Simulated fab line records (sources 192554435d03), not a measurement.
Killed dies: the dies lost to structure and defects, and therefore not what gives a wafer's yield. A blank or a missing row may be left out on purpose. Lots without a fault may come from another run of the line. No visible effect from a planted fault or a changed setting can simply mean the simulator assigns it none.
Matching of chambers :: flow n5_finfet :: 4 sister chambers for N5_GATE_CUT_ETCH_58 on rie_diel-05
The step etches SiNx in CH3F/O2, target depth 17 nm, time 128.6 s. 8 wafers are shown with their chamber, then 12 later ones without.

WAFERS, EACH WITH ITS CHAMBER
wafer: L083.5
chamber: 0
showerhead_plenum_p_Torr (Torr): 2.06
drypump_motor_current_A (A): 5.5

wafer: L083.6
chamber: 3
showerhead_plenum_p_Torr (Torr): 1.93
drypump_motor_current_A (A): 6.3

wafer: L084.3
chamber: 2
showerhead_plenum_p_Torr (Torr): 1.97
drypump_motor_current_A (A): 6.5

wafer: L084.4
chamber: 1
showerhead_plenum_p_Torr (Torr): 1.93
drypump_motor_current_A (A): 5.6

wafer: L084.5
chamber: 0
showerhead_plenum_p_Torr (Torr): 2.06
drypump_motor_current_A (A): 5.4

wafer: L089.1
chamber: 3
showerhead_plenum_p_Torr (Torr): 1.92
drypump_motor_current_A (A): 6.3

wafer: L089.2
chamber: 1
showerhead_plenum_p_Torr (Torr): 1.93
drypump_motor_current_A (A): 5.6

wafer: L089.4
chamber: 2
showerhead_plenum_p_Torr (Torr): 1.97
drypump_motor_current_A (A): 6.5

WAFERS WITH NO CHAMBER GIVEN
wafer: L091.1
showerhead_plenum_p_Torr (Torr): 2.06
drypump_motor_current_A (A): 5.5

wafer: L091.3
showerhead_plenum_p_Torr (Torr): 1.93
drypump_motor_current_A (A): 5.6

wafer: L091.4
showerhead_plenum_p_Torr (Torr): 1.96
drypump_motor_current_A (A): 6.4

wafer: L092.2
showerhead_plenum_p_Torr (Torr): 1.93
drypump_motor_current_A (A): 5.6

wafer: L092.4
showerhead_plenum_p_Torr (Torr): 1.92
drypump_motor_current_A (A): 6.3

wafer: L092.6
showerhead_plenum_p_Torr (Torr): 1.96
drypump_motor_current_A (A): 6.5

wafer: L093.2
showerhead_plenum_p_Torr (Torr): 1.93
drypump_motor_current_A (A): 5.6

wafer: L093.5
showerhead_plenum_p_Torr (Torr): 2.06
drypump_motor_current_A (A): 5.4

wafer: L093.6
showerhead_plenum_p_Torr (Torr): 1.93
drypump_motor_current_A (A): 5.6

wafer: L097.1
showerhead_plenum_p_Torr (Torr): 2.05
drypump_motor_current_A (A): 5.4

wafer: L097.2
showerhead_plenum_p_Torr (Torr): 1.92
drypump_motor_current_A (A): 5.6

wafer: L097.6
showerhead_plenum_p_Torr (Torr): 1.93
drypump_motor_current_A (A): 5.6

EACH ONE'S CHAMBER
wafer: L091.1
from the rows above: 0
in truth: 0

wafer: L091.3
from the rows above: 1
in truth: 1

wafer: L091.4
from the rows above: 2
in truth: 2

wafer: L092.2
from the rows above: 1
in truth: 1

wafer: L092.4
from the rows above: 3
in truth: 3

wafer: L092.6
from the rows above: 2
in truth: 2

wafer: L093.2
from the rows above: 1
in truth: 1

wafer: L093.5
from the rows above: 0
in truth: 0

wafer: L093.6
from the rows above: 1
in truth: 1

wafer: L097.1
from the rows above: 0
in truth: 0

wafer: L097.2
from the rows above: 1
in truth: 1

wafer: L097.6
from the rows above: 1
in truth: 1
Placed correctly: 12 of 12. Not placeable from these rows: 0. 0 placed wrongly.
How it was worked out, from the rows above alone: a wafer's distance from a chamber is the root of the sum, over the readings, of the square of ((its reading less the chamber's mean) divided by the reading's scatter). The wafer belongs to the nearest chamber; if the next one is less than 2 further off, it can't be placed. For every chamber, the mean is computed from those of its wafers that are shown. The scatter is the square root of a quotient: the sum, over the shown wafers, of each reading's squared deviation from its chamber's mean, divided by wafers minus chambers.
